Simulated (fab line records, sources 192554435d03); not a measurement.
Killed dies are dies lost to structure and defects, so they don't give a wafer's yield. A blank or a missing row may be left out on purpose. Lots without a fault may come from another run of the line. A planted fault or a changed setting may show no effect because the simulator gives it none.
Chamber matching | flow n5_finfet | N5_GATE_CUT_DESCUM_18 on rie_diel-06: 4 sister chambers
The step chemistry O2, time 7 s. 4 wafers are shown with their chamber, then 10 later ones without.

WAFERS WITH THEIR CHAMBER
wafer  | chamber | drypump_motor_current_A (A)
L082.6 | 0       | 4.8
L084.6 | 1       | 5.8
L086.2 | 2       | 4.7
L086.3 | 3       | 4.8

WAFERS WITHOUT THEIR CHAMBER
wafer  | drypump_motor_current_A (A)
L086.6 | 4.8
L091.2 | 5.8
L091.3 | 4.8
L091.6 | 4.8
L094.1 | 4.8
L094.5 | 4.8
L094.6 | 4.8
L097.2 | 4.6
L097.4 | 4.8
L097.5 | 4.8

WHICH CHAMBER EACH WENT THROUGH
wafer  | from the rows above     | in truth
L086.6 | can't be placed: 0 or 3 | 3
L091.2 | 1                       | 1
L091.3 | can't be placed: 0 or 3 | 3
L091.6 | can't be placed: 0 or 3 | 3
L094.1 | can't be placed: 0 or 3 | 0
L094.5 | can't be placed: 0 or 3 | 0
L094.6 | can't be placed: 0 or 3 | 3
L097.2 | 2                       | 2
L097.4 | can't be placed: 0 or 3 | 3
L097.5 | can't be placed: 0 or 3 | 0
Placed correctly: 2 of 10. Can't be placed from these rows: 8 (the true chamber is among the candidates in 8). Placed wrongly: 0.
How it was worked out, from the rows above alone: a wafer's distance from a chamber is the root of the sum, over the readings, of the square of ((its reading less the chamber's mean) divided by the reading's scatter). The wafer belongs to the nearest chamber; if the next one is less than 2 further off, it can't be placed. A chamber's mean is the mean of its shown wafers. The scatter: with one shown wafer a chamber, the root of the mean of the squares of how far each hidden wafer lies from its nearest shown one.
